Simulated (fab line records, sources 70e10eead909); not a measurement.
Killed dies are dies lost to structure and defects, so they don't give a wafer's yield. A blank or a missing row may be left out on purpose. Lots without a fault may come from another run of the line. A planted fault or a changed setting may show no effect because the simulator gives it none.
fab line records | flow nand_harc
record lots=11 wafers=33 last_day=24
route steps=1159 shown A_M1@1040 END@1159
lots that met no fault: from a run of the same line without faults
start_h: hours from the record's first day to the start of the lot's first wafer shown | wait_h: hours since the lot's step before | " the same as in the row above | L1.1+2: a row that stands for several wafers | - no value, or no start given | * or withheld: withheld | < > ~ a bound
route shown NAME@n: a module of which the file shows steps, and the number in the route of the first | usual: mean/standard deviation of fault-free wafers | same: alike in all rows | chamber/n: place in a boat | sites: the reading at each site | _std_site: their standard deviation | _edge_site: outer sites' mean less inner sites' | radius_mm: how far each site lies from the wafer's centre | mask NAME#n: copy n | behind: the tool/chamber that last shaped the wafer | hold: why the lot was held/for how many hours/how that ended | device: the transistor (n, p or np) that didn't switch | end of line: the same wafers' tests at the end of the route | a step without rows: its recipe alone | killed: dies lost to structure and defects at the first sort, not the wafer's yield | map: a wafer's dies, x killed, . not, _ none there
set.NAME: the setting as run; set.NAME@STEP: as run at that earlier step | model.NAME: the simulator's own value behind a step, which no gauge read
steps of the route over a sample of lots; a table a step, a row a wafer
services: from which hour (start_h, from the record's first day; less than 0 if before it) a tool's chamber was out of use, for how many hours, and why
## steps
# step NHARC_A_M1_ETCH_35
# recipe target_depth_a=400 overetch_a=120 time_s=43.94 ion_energy_ev=200 n2_flow_sccm=150 h2_flow_sccm=150 ar_flow_sccm=0 rf_w=400 bias_w=150 chemistry=N2/H2
# usual bias_w=150.0/0.46 chamber_pressure_mTorr=30.004/0.028 drypump_motor_current_A=5.9/0.44 oes_product_au=1.001/0.012 rf_vpp_V=431.2/2.4 showerhead_plenum_p_Torr=2.06/0.086 throttle_valve_pct=14.172/0.0089
# columns lot.wafer tool chamber start_h wait_h bias_w chamber_pressure_mTorr drypump_motor_current_A oes_product_au rf_hours_counter_h rf_vpp_V showerhead_plenum_p_Torr throttle_valve_pct
L892.3 rie_diel-13 3 412.39 0.1 150.3 29.952 5.9 1.012 9 426.7 1.89 14.173
L892.2 " 1 " " 150.7 30.001 5.4 1.002 9 431.5 2.12 14.169
L892.6 " 0 " " 150.0 29.969 6.2 1.015 - 432.8 2.17 14.166
L894.4 rie_diel-05 1 415.85 0.1 - - - - - - - -
L894.1 " 0 " " - - - - - - - -
L894.6 " 2 " " - - - - - - - -
L898.2 rie_diel-13 2 435.22 0.1 - - - - - - - -
L898.5 " 2 " " - - - - - - - -
L898.6 " 3 " " - - - - - - - -
L895.4 rie_diel-13 1 438.46 0.1 - - - - - - - -
L895.3 " 3 " " - - - - - - - -
L895.6 " 1 " " - - - - - - - -
L900.3 rie_diel-05 2 456.47 0.1 150.1 30.056 5.8 0.997 3 427.6 1.95 14.157
L900.4 " 3 " " 150.2 30.012 6.0 0.993 3 430.3 2.07 14.178
L900.5 " 1 " " 150.1 29.969 6.5 1.003 - 431.7 2.08 14.157
L903.1 rie_diel-05 0 461.14 0.1 149.9 30.020 5.1 1.003 3 430.8 2.03 14.164
L903.6 " 0 " " 149.8 30.019 5.0 1.013 - 430.5 2.03 14.194
L903.5 " 1 " " 150.3 30.015 6.5 1.001 - 431.9 2.08 14.168
L904.2 rie_diel-05 1 480.85 0.1 149.7 30.006 6.5 0.995 3 430.3 2.08 14.166
L904.1 " 2 " " 150.2 30.025 5.8 0.998 4 427.6 1.95 14.155
L904.4 " 0 " " 149.8 30.006 5.0 0.997 4 430.3 2.03 14.169
L906.4 rie_diel-13 3 507.82 0.1 149.7 30.023 5.8 1.018 2 426.1 1.89 14.184
L906.6 " 1 " " 149.6 30.015 5.4 1.010 - 433.5 2.12 14.177
L906.5 " 2 " " 150.7 30.037 5.5 1.008 - 431.9 2.10 14.176
L908.4 rie_diel-13 3 508.43 0.1 149.9 30.015 5.8 1.008 2 427.9 1.89 14.173
L908.5 " 2 " " 149.7 30.017 5.5 1.003 - 433.1 2.10 14.184
L908.6 " 3 " " 149.9 30.011 5.8 1.017 - 427.3 1.89 14.187
L912.4 rie_diel-08 3 534.43 0.1 150.1 30.085 6.4 0.978 4 433.7 2.14 14.171
L912.1 " 1 " " 150.0 30.004 6.2 0.995 4 428.8 1.96 14.162
L912.6 " 3 " " 150.1 30.016 6.4 0.975 - 432.8 2.14 14.172
L913.1 rie_diel-05 2 549.04 0.1 150.4 30.031 5.9 1.007 1 427.8 1.95 14.172
L913.5 " 1 " " 151.3 29.966 6.5 0.971 - 432.2 2.08 14.172
L913.4 " 0 " " 149.8 30.076 5.0 1.003 - 429.9 2.02 14.169
# step NHARC_A_M1_ETCH_15
# recipe target_depth_a=1825 time_s=91.2 c4f8_flow_sccm=withheld ar_flow_sccm=400 rf_w=600 bias_w=300 chemistry=C4F8/Ar
# usual bias_w=300.0/0.86 chamber_pressure_mTorr=24.997/0.024 oes_product_au=0.959/0.021 rf_vpp_V=441.4/2.6
# columns lot.wafer tool chamber start_h wait_h bias_w chamber_pressure_mTorr oes_product_au rf_hours_counter_h rf_vpp_V
L892.3 rie_diel-13 2 - - 301.2 25.001 0.936 9 443.2
L892.2 " 3 " " 299.4 24.963 0.931 9 436.7
L892.6 " 0 " " 299.8 25.021 0.927 - 443.4
L894.1 rie_diel-05 3 415.94 0.1 300.0 24.995 0.915 2 441.0
L894.4 " 0 " " 300.7 24.999 0.929 2 439.2
L894.6 " 3 " " 299.6 24.973 0.916 - 441.4
L898.2 rie_diel-13 3 435.33 0.1 299.9 25.005 0.960 10 436.8
L898.6 " 0 " " 298.9 25.005 0.954 - 444.2
L898.5 " 1 " " 299.4 24.999 0.961 - 442.1
L895.4 rie_diel-13 2 438.56 0.1 300.9 24.995 0.942 9 443.8
L895.3 " 3 " " 299.4 24.991 0.937 10 436.8
L895.6 " 0 " " 300.6 24.987 0.929 - 444.4
L900.3 rie_diel-05 1 - - 301.5 24.969 0.930 2 441.3
L900.4 " 2 " " 301.4 25.008 0.920 3 437.7
L900.5 " 1 " " 300.2 25.023 0.935 - 441.6
L903.1 rie_diel-05 1 - - 301.2 25.002 0.975 3 442.7
L903.5 " 2 " " 300.8 24.976 0.975 - 438.2
L903.6 " 3 " " 300.2 25.002 0.953 - 441.6
L904.1 rie_diel-05 2 - - 299.7 24.996 0.968 4 437.8
L904.4 " 3 " " 300.0 24.997 0.970 4 441.7
L904.2 " 1 " " 300.4 24.988 0.968 3 440.9
L906.4 rie_diel-13 2 - - 299.2 24.996 0.980 2 441.9
L906.6 " 3 " " 300.4 25.001 0.977 - 436.0
L906.5 " 0 " " 300.3 24.991 0.969 - 445.1
L908.4 rie_diel-13 0 - - 298.7 25.002 0.973 2 444.3
L908.5 " 1 " " 299.3 25.019 0.982 - 443.7
L908.6 " 2 " " 300.1 25.042 0.990 - 443.1
L912.4 rie_diel-08 1 - - 300.1 24.983 0.963 4 438.9
L912.1 " 2 " " 298.6 24.973 0.999 4 442.8
L912.6 " 3 " " 300.5 24.945 0.935 - 444.5
L913.1 rie_diel-05 2 - - 301.8 24.979 0.959 1 440.4
L913.5 " 0 " " 299.3 24.997 0.964 - 439.1
L913.4 " 1 " " 299.8 25.025 0.939 - 442.1
# step NHARC_A_M1_CD_MEAS_16
# usual cd_nm=119.6/1
# columns lot.wafer tool chamber start_h wait_h cd_nm
L892.2 cd_sem-01 - 412.61 - 118.7
L892.3 " - " " 119.4
L892.6 " - " " 120.2
L894.1 cd_sem-02 - 416.07 - 118.5
L894.4 " - " " 120.0
L894.6 " - " " 119.4
L898.2 cd_sem-01 - 435.44 - 119.3
L898.5 " - " " 120.3
L898.6 " - " " 121.4
L895.3 cd_sem-01 - 438.68 - 120.3
L895.4 " - " " 120.2
L895.6 " - " " 120.8
L900.3 cd_sem-01 - 456.69 - 119.6
L900.4 " - " " 119.4
L900.5 " - " " 119.1
L903.1 cd_sem-01 - 461.37 - 121.2
L903.5 " - " " 118.4
L903.6 " - " " 119.7
L904.1 cd_sem-03 - 481.07 - 119.8
L904.2 " - " " 119.3
L904.4 " - " " 121.2
L906.4 cd_sem-03 - 508.04 - 120.2
L906.5 " - " " 120.5
L906.6 " - " " 119.3
L908.4 cd_sem-01 - 508.65 - 119.7
L908.5 " - " " 119.1
L908.6 " - " " 120.9
L912.1 cd_sem-01 - 534.65 - 118.4
L912.4 " - " " 120.0
L912.6 " - " " 119.8
L913.1 cd_sem-02 - 549.28 - 118.3
L913.4 " - " " 119.7
L913.5 " - " " 117.8
# step NHARC_A_M1_ETCH_28
# recipe target_depth_a=300 over_etch_frac=0.3 time_s=72.99 ion_energy_ev=150 cf4_flow_sccm=50 n2_flow_sccm=100 ar_flow_sccm=150 rf_w=300 bias_w=100 chemistry=CF4/N2
# usual bias_w=100.02/0.3 cf4_flow_sccm=49.98/0.13 drypump_motor_current_A=5.9/0.41 oes_product_au=1.001/0.012 rf_vpp_V=314.5/1.8 showerhead_plenum_p_Torr=2.65/0.1 throttle_valve_pct=19.794/0.0093
# columns lot.wafer tool chamber start_h wait_h bias_w cf4_flow_sccm drypump_motor_current_A oes_product_au rf_hours_counter_h rf_vpp_V showerhead_plenum_p_Torr throttle_valve_pct
L892.2 rie_diel-05 2 - - 100.38 49.83 5.8 0.982 2 313.4 2.52 19.798
L892.3 " 1 " " 100.47 49.79 6.5 1.002 1 315.3 2.67 19.794
L892.6 " 3 " " 100.09 50.06 6.0 0.996 - 315.1 2.66 19.792
L894.1 rie_diel-08 2 - - 99.54 49.90 5.5 1.007 8 315.5 2.73 19.786
L894.4 " 0 " " 100.04 49.87 5.7 1.005 8 317.9 2.78 19.788
L894.6 " 2 " " 100.22 50.07 5.5 1.014 - 316.6 2.73 19.795
L898.2 rie_diel-05 2 - - 100.25 50.08 5.8 0.983 2 312.1 2.52 19.797
L898.6 " 3 " " 99.57 50.21 6.0 0.984 - 314.4 2.66 19.802
L898.5 " 0 " " 99.82 49.97 5.1 1.005 - 314.5 2.61 19.791
L895.4 rie_diel-05 2 - - 99.88 49.93 5.9 0.993 2 312.6 2.52 19.792
L895.3 " 0 " " 100.28 50.25 5.1 1.007 2 313.5 2.61 19.801
L895.6 " 1 " " 99.74 49.92 6.6 1.009 - 315.2 2.67 19.798
L900.4 rie_diel-05 3 - - 99.83 50.43 6.0 0.996 3 313.7 2.66 19.787
L900.3 " 0 " " 99.76 50.02 5.1 0.997 3 311.8 2.61 19.789
L900.5 " 1 " " 99.74 49.89 6.5 1.010 - 315.1 2.67 19.807
L903.1 rie_diel-08 0 - - 99.92 49.81 5.7 0.992 12 317.3 2.77 19.799
L903.6 " 1 " " 99.85 49.94 6.2 0.993 - 312.6 2.53 19.791
L903.5 " 2 " " 99.88 49.94 5.5 1.012 - 315.4 2.73 19.788
L904.4 rie_diel-13 1 - - 99.73 49.95 5.4 1.009 1 315.7 2.72 19.795
L904.2 " 2 " " 100.48 49.86 5.5 1.008 1 314.7 2.70 19.795
L904.1 " 3 " " 99.90 49.95 5.8 1.025 1 309.4 2.45 19.774
L906.4 rie_diel-08 0 - - 100.40 49.91 5.7 1.002 2 315.1 2.77 19.761
L906.5 " 0 " " 100.44 49.78 5.7 0.997 - 315.4 2.77 19.788
L906.6 " 1 " " 100.15 49.77 6.2 1.007 - 313.4 2.53 19.806
L908.4 rie_diel-08 3 - - 99.87 49.81 6.4 0.971 2 314.8 2.74 19.778
L908.5 " 1 " " 100.24 50.03 6.2 1.010 - 312.0 2.53 19.806
L908.6 " 2 " " 100.33 49.85 5.5 1.021 - 315.9 2.73 19.789
L912.1 rie_diel-13 3 - - 99.87 49.90 5.8 1.015 3 309.9 2.44 19.767
L912.4 " 0 " " 99.55 49.82 6.2 1.003 3 317.3 2.78 19.796
L912.6 " 1 " " 99.82 49.95 5.4 1.001 - 316.9 2.72 19.787
L913.1 rie_diel-05 0 - - 99.78 50.19 5.1 1.002 1 313.2 2.61 19.801
L913.5 " 1 " " 99.61 50.09 6.5 0.968 - 314.5 2.67 19.796
L913.4 " 0 " " 99.87 49.88 5.1 1.007 - 313.8 2.61 19.785
# step NHARC_END_SORT_01
# recipe temp_c=25
# usual defect_limited_yield=95.3/1.6 killed_at_array=28/11 killed_at_other=0.5/0.87 killed_at_periphery=2.9/2.2 killed_dies=32/11 killed_open=3.2/1.9 killed_short=1.8/1.4 sort_bin_2_pct=1.5/0.62 sort_bin_3_pct=0.22/0.18 sort_bin_4_pct=3.0/1.1 sort_n_pass=645/11 sort_rim_yield_pct=96.1/2.4 sort_yield_pct=95.3/1.6
# same gross_dies=677 sort_bin_5_pct[%]=0 sort_bin_6_pct[%]=0 sort_bin_7_pct[%]=0 sort_bin_8_pct[%]=0 sort_rim_n_gross=106.00
# columns lot.wafer tool chamber start_h wait_h defect_limited_yield[%] killed_at_array killed_at_other killed_at_periphery killed_dies killed_open killed_short sort_bin_2_pct[%] sort_bin_3_pct[%] sort_bin_4_pct[%] sort_n_pass sort_rim_yield_pct[%] sort_yield_pct[%]
L894.1 prober-02 0 456.23 2.5 0 674 1 2 677 2 2 98.2 0.15 1.6 0 0 0
L894.4 prober-02 0 458.63 3.4 0 673 1 3 677 0 2 98.5 0 1.5 0 0 0
L894.6 prober-02 0 460.23 4.0 0 673 0 4 677 4 0 98.2 0 1.8 0 0 0
L898.2 prober-02 0 476.33 2.8 0 676 1 0 677 0 1 98.2 0 1.8 0 0 0
L898.5 prober-02 0 478.73 3.7 0 673 0 4 677 8 1 96.2 0.15 3.7 0 0 0
L898.6 prober-02 0 479.53 4.0 0 677 0 0 677 3 0 96.6 0.15 3.2 0 0 0
L895.3 prober-01 0 485.09 3.1 0 674 0 3 677 3 3 97.2 0.30 2.5 0 0 0
L895.4 prober-01 0 485.90 3.4 0 677 0 0 677 3 2 97.5 0 2.5 0 0 0
L895.6 prober-01 0 487.52 4.1 0 672 0 5 677 7 4 96.9 0.44 2.7 0 0 0
L900.3 prober-02 0 500.67 3.1 97.6 15 0 1 16 4 1 1.0 0 1.3 661 98.1 97.6
L900.4 prober-02 0 501.47 3.4 97.3 16 0 2 18 5 4 1.0 0 1.6 659 97.2 97.3
L900.5 prober-02 0 502.27 3.7 98.2 11 1 0 12 4 2 0.6 0 1.2 665 99.1 98.2
L903.1 prober-01 0 500.73 2.5 93.5 41 0 3 44 4 3 2.7 0.44 3.4 633 91.5 93.5
L903.5 prober-01 0 503.93 3.7 91.9 51 0 4 55 6 2 3.0 0.44 4.7 622 96.2 91.9
L903.6 prober-01 0 504.73 4.0 93.1 46 0 1 47 3 4 1.8 0 5.2 630 98.1 93.1
L912.1 prober-02 0 569.56 2.5 95.9 28 0 0 28 0 0 1.2 0.15 2.8 649 94.3 95.9
L912.4 prober-02 0 571.99 3.4 91.6 53 1 3 57 4 2 2.4 0.30 5.8 620 91.5 91.6
L912.6 prober-02 0 573.61 4.0 94.7 36 0 0 36 3 1 1.3 0.15 3.8 641 96.2 94.7
# killed by level:class
L894.1 A_M1:area_etch=663 A_CONTACT:chamber_film_flake=5 A_CHANNEL_HOLE_D1:chamber_film_flake=2 A_ONON_D1:geometric_particle:short=1 A_WL_FILL:geometric_particle:short=1 A_CONTACT:geometric_particle:open=1 A_M0:geometric_particle:open=1 P_M1:chamber_film_flake=1
L894.4 A_M1:area_etch=662 A_CONTACT:chamber_film_flake=4 P_BONDPAD:chamber_film_flake=2 A_ZERO_WELL:chamber_film_flake=2 A_CHANNEL_HOLE_D1:chamber_film_flake=2 A_SGD_CUT:geometric_particle:short=1 A_CONTACT:geometric_particle:short=1 P_M2:chamber_film_flake=1
L894.6 A_M1:area_etch=660 A_CONTACT:chamber_film_flake=5 A_CHANNEL_HOLE_D1:chamber_film_flake=3 P_GATE:geometric_particle:open=1 P_M0:geometric_particle:open=1 A_ONON_D1:geometric_particle:open=1 A_M1:geometric_particle:open=1 P_ZERO_WELL:chamber_film_flake=1
L898.2 A_M1:area_etch=654 A_SLIT:chamber_film_flake=9 A_CHANNEL_HOLE_D1:chamber_film_flake=5 A_CONTACT:chamber_film_flake=5 A_CHANNEL_FILL_D1:geometric_particle:short=1 A_CHANNEL_FILL_D1:chamber_film_flake=1 A_STAIRCASE:chamber_film_flake=1 THIN_TSV:chamber_film_flake=1
L898.5 A_M1:area_etch=649 A_SLIT:chamber_film_flake=8 A_CONTACT:chamber_film_flake=5 A_CHANNEL_HOLE_D1:chamber_film_flake=4 P_CONTACT:geometric_particle:open=3 A_WL_FILL:geometric_particle:open=2 A_STAIRCASE:chamber_film_flake=2 P_GATE:geometric_particle:open=1
L898.6 A_M1:area_etch=644 A_SLIT:chamber_film_flake=14 A_CONTACT:chamber_film_flake=8 A_STAIRCASE:chamber_film_flake=6 A_CONTACT:geometric_particle:open=2 A_CHANNEL_HOLE_D1:chamber_film_flake=2 A_WL_FILL:geometric_particle:open=1
L895.3 A_M1:area_etch=654 A_SLIT:chamber_film_flake=8 A_CHANNEL_HOLE_D1:chamber_film_flake=2 A_STAIRCASE:chamber_film_flake=2 A_BLC:chamber_film_flake=2 P_CONTACT:geometric_particle:open=1 P_CONTACT:geometric_particle:short=1 A_ONON_D1:geometric_particle:short=1
L895.4 A_M1:area_etch=656 A_SLIT:chamber_film_flake=9 A_CHANNEL_HOLE_D1:chamber_film_flake=2 A_STAIRCASE:chamber_film_flake=2 A_STAIRCASE:geometric_particle:open=1 A_SGD_CUT:geometric_particle:open=1 A_SGD_CUT:geometric_particle:short=1 A_WL_FILL:geometric_particle:short=1
L895.6 A_M1:area_etch=645 A_SLIT:chamber_film_flake=16 P_CONTACT:geometric_particle:open=3 A_CHANNEL_HOLE_D1:chamber_film_flake=2 A_BLC:chamber_film_flake=2 P_M0:geometric_particle:open=1 P_M2:geometric_particle:open=1 A_ONON_D1:geometric_particle:short=1
L900.3 A_WL_FILL:chamber_film_flake=4 A_BLC:geometric_particle:open=3 A_CHANNEL_HOLE_D1:chamber_film_flake=3 A_CONTACT:chamber_film_flake=2 A_M0:geometric_particle:short=1 A_M0:geometric_particle:open=1 P_ZERO_WELL:chamber_film_flake=1 A_STAIRCASE:chamber_film_flake=1
L903.1 A_CHANNEL_HOLE_D1:chamber_film_flake=13 A_SLIT:chamber_film_flake=10 A_CONTACT:chamber_film_flake=6 A_STAIRCASE:chamber_film_flake=5 A_ONON_D1:geometric_particle:short=2 P_STI:chamber_film_flake=2 P_STI:geometric_particle:open=1 A_ONON_D1:geometric_particle:open=1
L900.4 A_STAIRCASE:chamber_film_flake=3 A_CHANNEL_HOLE_D1:chamber_film_flake=2 A_WL_FILL:chamber_film_flake=2 P_CONTACT:geometric_particle:short=1 P_M1:geometric_particle:open=1 A_SOURCE_PLATE:geometric_particle:short=1 A_SOURCE_PLATE:geometric_particle:open=1 A_ONON_D1:geometric_particle:short=1
L900.5 A_WL_FILL:chamber_film_flake=2 A_SOURCE_PLATE:geometric_particle:open=1 A_SOURCE_PLATE:geometric_particle:short=1 A_CONTACT:geometric_particle:open=1 A_CONTACT:geometric_particle:short=1 A_BLC:geometric_particle:open=1 A_M0:geometric_particle:open=1 A_CHANNEL_HOLE_D1:chamber_film_flake=1
L903.5 A_CHANNEL_HOLE_D1:chamber_film_flake=18 A_SLIT:chamber_film_flake=15 A_CONTACT:chamber_film_flake=6 A_CHANNEL_FILL_D1:geometric_particle:open=3 P_STI:chamber_film_flake=3 A_M0:geometric_particle:open=2 A_ZERO_WELL:chamber_film_flake=2 A_ONON_D1:geometric_particle:short=1
L903.6 A_CHANNEL_HOLE_D1:chamber_film_flake=18 A_SLIT:chamber_film_flake=15 A_STAIRCASE:chamber_film_flake=3 A_CONTACT:chamber_film_flake=3 A_CHANNEL_FILL_D1:geometric_particle:short=2 A_ONON_D1:geometric_particle:short=1 A_CHANNEL_FILL_D1:geometric_particle:open=1 A_WL_FILL:geometric_particle:short=1
L912.1 A_SLIT:chamber_film_flake=15 A_CHANNEL_HOLE_D1:chamber_film_flake=5 A_CONTACT:chamber_film_flake=3 A_BONDPAD:chamber_film_flake=3 A_STAIRCASE:chamber_film_flake=2
L912.4 A_SLIT:chamber_film_flake=24 A_CHANNEL_HOLE_D1:chamber_film_flake=9 A_BONDPAD:chamber_film_flake=6 A_STAIRCASE:chamber_film_flake=3 A_CONTACT:chamber_film_flake=3 A_BLC:geometric_particle:open=2 A_M0:geometric_particle:short=2 A_WL_FILL:geometric_particle:open=1
L912.6 A_SLIT:chamber_film_flake=19 A_CHANNEL_HOLE_D1:chamber_film_flake=6 A_STAIRCASE:chamber_film_flake=2 A_CONTACT:chamber_film_flake=2 A_BONDPAD:chamber_film_flake=2 A_ONON_D1:geometric_particle:open=1 A_CONTACT:geometric_particle:open=1 A_BLC:geometric_particle:open=1
## services
# columns tool chamber start_h hours kind
rie_diel-05 1 388.40 12.5 repair
rie_diel-13 3 397.56 3.7 repair
rie_diel-05 0 398.60 - clean
rie_diel-05 2 398.60 - clean
rie_diel-05 3 398.60 - clean
rie_diel-05 0 423.10 - clean
rie_diel-05 1 423.10 - clean
rie_diel-05 2 423.10 - clean
rie_diel-05 3 423.10 - clean
rie_diel-05 0 447.60 - clean
rie_diel-05 1 447.60 - clean
rie_diel-05 2 447.60 - clean
rie_diel-05 3 447.60 - clean
rie_diel-13 - 453.00 9.0 pm
rie_diel-08 3 458.61 12.0 repair
rie_diel-13 3 464.86 3.8 repair
rie_diel-05 0 472.10 - clean
rie_diel-05 1 472.10 - clean
rie_diel-05 2 472.10 - clean
rie_diel-05 3 472.10 - clean
rie_diel-08 - 478.88 9.0 pm
rie_diel-05 0 494.87 28.8 repair
rie_diel-05 - 517.60 9.0 pm
rie_diel-05 3 534.27 18.6 repair
## key
first_sign step=NHARC_A_M1_ETCH_35 reading=tool_record direction=missing
effect step=NHARC_END_SORT_01 reading=sort_bin_2_pct direction=up sigmas=99+ usual=1.5 struck=97.5
more_kills_born_at NHARC_A_M1_ETCH_35@rie_diel-13=3902 NHARC_A_M1_ETCH_35@rie_diel-05=1985
met_at NHARC_A_M1_ETCH_35
struck_lots L894,L895,L898
later_rows_left_out L894.1,L894.4,L894.6,L895.3,L895.4,L895.6,L898.2,L898.5,L898.6
not_acting_at NHARC_A_M1_ETCH_15,NHARC_A_M1_CD_MEAS_16,NHARC_A_M1_ETCH_28
onset_between 412.39 415.85
fault kind=skipped_step_whole tool=rie_diel-05,rie_diel-13 chamber=- onset_h=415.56 steps=NHARC_A_M1_ETCH_35 scope=struck_lots_only
# later_rows_left_out: the simulator's readings of these wafers behind a module that went badly wrong aren't trusted and aren't shown, but for the sort
